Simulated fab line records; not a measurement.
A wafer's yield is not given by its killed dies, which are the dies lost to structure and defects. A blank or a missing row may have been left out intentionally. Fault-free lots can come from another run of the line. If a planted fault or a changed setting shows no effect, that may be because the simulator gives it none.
Lot-split experiment / flow n5_finfet / 21 wafers read from 7 lots, route of 1938 steps

THE SPLIT ITSELF
At N5_BEOL_M9_ETCH_66 (etches SOC in N2/H2, target depth 80 nm, overetch 16 nm, time 120 s), the setting time_s was moved away from the recipe's 120 s on 8 of the 21 wafers read, by -17.7% to +20.8%. All remaining wafers had this setting at the recipe value.

The reading comes from the split's own step.

THE READING
SiARC_of_BEOL_M9_COAT_64.thk_nm (the simulator's own value, which no gauge read), in nm, at N5_BEOL_M9_ETCH_66 (etches SOC in N2/H2, target depth 80 nm, overetch 16 nm, time 120 s). There is no usual value for it anywhere in the file. Average 6.4 nm, standard deviation 0.25 nm, over the 13 wafers here run with the recipe.

wafer=L080.1; tool, chamber at the split=rie_diel-05, 3,2; time_s as run, s=120; against the recipe=recipe; SiARC_of_BEOL_M9_COAT_64.thk_nm, nm=6.6; against lot-mates on the recipe=-
wafer=L080.5; tool, chamber at the split=rie_diel-05, 3,2; time_s as run, s=120; against the recipe=recipe; SiARC_of_BEOL_M9_COAT_64.thk_nm, nm=6.6; against lot-mates on the recipe=-
wafer=L080.2; tool, chamber at the split=rie_diel-05, 0; time_s as run, s=120; against the recipe=recipe; SiARC_of_BEOL_M9_COAT_64.thk_nm, nm=6.2; against lot-mates on the recipe=-
wafer=L081.3; tool, chamber at the split=rie_diel-05, 3,1; time_s as run, s=120; against the recipe=recipe; SiARC_of_BEOL_M9_COAT_64.thk_nm, nm=6.6; against lot-mates on the recipe=-
wafer=L081.4; tool, chamber at the split=rie_diel-05, 3,1; time_s as run, s=120; against the recipe=recipe; SiARC_of_BEOL_M9_COAT_64.thk_nm, nm=6.6; against lot-mates on the recipe=-
wafer=L081.6; tool, chamber at the split=rie_diel-05, 2; time_s as run, s=128.1; against the recipe=+6.7%; SiARC_of_BEOL_M9_COAT_64.thk_nm, nm=6.2; against lot-mates on the recipe=-0.4
wafer=L084.1; tool, chamber at the split=rie_diel-01, 0; time_s as run, s=120; against the recipe=recipe; SiARC_of_BEOL_M9_COAT_64.thk_nm, nm=6.4; against lot-mates on the recipe=-
wafer=L084.4; tool, chamber at the split=rie_diel-01, 3; time_s as run, s=120; against the recipe=recipe; SiARC_of_BEOL_M9_COAT_64.thk_nm, nm=6; against lot-mates on the recipe=-
wafer=L084.5; tool, chamber at the split=rie_diel-01, 3; time_s as run, s=120; against the recipe=recipe; SiARC_of_BEOL_M9_COAT_64.thk_nm, nm=6; against lot-mates on the recipe=-
wafer=L088.1; tool, chamber at the split=rie_diel-01, 3; time_s as run, s=98.77; against the recipe=-17.7%; SiARC_of_BEOL_M9_COAT_64.thk_nm, nm=7; against lot-mates on the recipe=+0.8
wafer=L088.2; tool, chamber at the split=rie_diel-01, 0; time_s as run, s=98.77; against the recipe=-17.7%; SiARC_of_BEOL_M9_COAT_64.thk_nm, nm=7.4; against lot-mates on the recipe=+1.2
wafer=L088.3; tool, chamber at the split=rie_diel-01, 2; time_s as run, s=120; against the recipe=recipe; SiARC_of_BEOL_M9_COAT_64.thk_nm, nm=6.2; against lot-mates on the recipe=-
wafer=L091.1; tool, chamber at the split=rie_diel-05, 3; time_s as run, s=145; against the recipe=+20.8%; SiARC_of_BEOL_M9_COAT_64.thk_nm, nm=5.6; against lot-mates on the recipe=-0.9
wafer=L091.5; tool, chamber at the split=rie_diel-05, 2; time_s as run, s=120; against the recipe=recipe; SiARC_of_BEOL_M9_COAT_64.thk_nm, nm=6.4; against lot-mates on the recipe=-
wafer=L091.6; tool, chamber at the split=rie_diel-05, 3; time_s as run, s=120; against the recipe=recipe; SiARC_of_BEOL_M9_COAT_64.thk_nm, nm=6.6; against lot-mates on the recipe=-
wafer=L093.1; tool, chamber at the split=rie_diel-05, 1; time_s as run, s=120; against the recipe=recipe; SiARC_of_BEOL_M9_COAT_64.thk_nm, nm=6.8; against lot-mates on the recipe=-
wafer=L093.2; tool, chamber at the split=rie_diel-05, 0; time_s as run, s=105.2; against the recipe=-12.3%; SiARC_of_BEOL_M9_COAT_64.thk_nm, nm=7; against lot-mates on the recipe=+0.2
wafer=L093.5; tool, chamber at the split=rie_diel-05, 2; time_s as run, s=105.2; against the recipe=-12.3%; SiARC_of_BEOL_M9_COAT_64.thk_nm, nm=7.2; against lot-mates on the recipe=+0.4
wafer=L095.3; tool, chamber at the split=rie_diel-05, 1; time_s as run, s=120; against the recipe=recipe; SiARC_of_BEOL_M9_COAT_64.thk_nm, nm=6.6; against lot-mates on the recipe=-
wafer=L095.4; tool, chamber at the split=rie_diel-05, 1; time_s as run, s=132; against the recipe=+10.0%; SiARC_of_BEOL_M9_COAT_64.thk_nm, nm=6.2; against lot-mates on the recipe=-0.4
wafer=L095.6; tool, chamber at the split=rie_diel-05, 3; time_s as run, s=132; against the recipe=+10.0%; SiARC_of_BEOL_M9_COAT_64.thk_nm, nm=6; against lot-mates on the recipe=-0.6
Where a row lists several chambers, the file gives one row for several wafers and doesn't say which wafer went through which chamber.

THE FIT
A straight line over all 21 wafers: SiARC_of_BEOL_M9_COAT_64.thk_nm changes by -0.0428 nm for each +1% of time_s; r = -0.87; the points scatter about the line by 0.22 nm.
The same after taking each lot's own level away (the mean of its wafers on the recipe; 21 wafers): -0.0462 nm for each +1%; r = -0.93; scatter 0.17 nm.
The reading moves by 0.96 nm for the largest change in time_s, on that fit.
The span of the lots' own levels, 6.13 to 6.80 nm, comes to 2.7 times the standard deviation stated above.
Consequently the slope shifts little with the lot-to-lot level, the two slopes agreeing.
Check: with one of the wafers moved furthest among these (+20.8%) left out of the fit, the line predicts -1.01 nm for it against its lot-mates. Against them it came out at -0.9 nm.

ADDITIONAL SPLITS CARRIED BY THESE WAFERS
Other splits were also applied to these wafers ahead of the reading. Each is held against what the fit with the lots' levels taken away leaves over:
other split on the same wafers=N5_BEOL_M7_EXPOSE_08 dose_mj; wafers away from the commonest value=4; r with SiARC_of_BEOL_M9_COAT_64.thk_nm (lot level and that fit taken away)=-0.11
other split on the same wafers=N5_BEOL_M8_PECVD_70 temp_c; wafers away from the commonest value=3; r with SiARC_of_BEOL_M9_COAT_64.thk_nm (lot level and that fit taken away)=-0.05
other split on the same wafers=N5_BEOL_M8_EXPOSE_08 dose_mj; wafers away from the commonest value=7; r with SiARC_of_BEOL_M9_COAT_64.thk_nm (lot level and that fit taken away)=-0.23
other split on the same wafers=N5_BEOL_M8_DEP_56 time_s; wafers away from the commonest value=10; r with SiARC_of_BEOL_M9_COAT_64.thk_nm (lot level and that fit taken away)=-0.17

THE FILE'S OWN FIT
SiARC_of_BEOL_M9_COAT_64.thk_nm changes by -0.0458 nm for each +1% of time_s, r = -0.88.
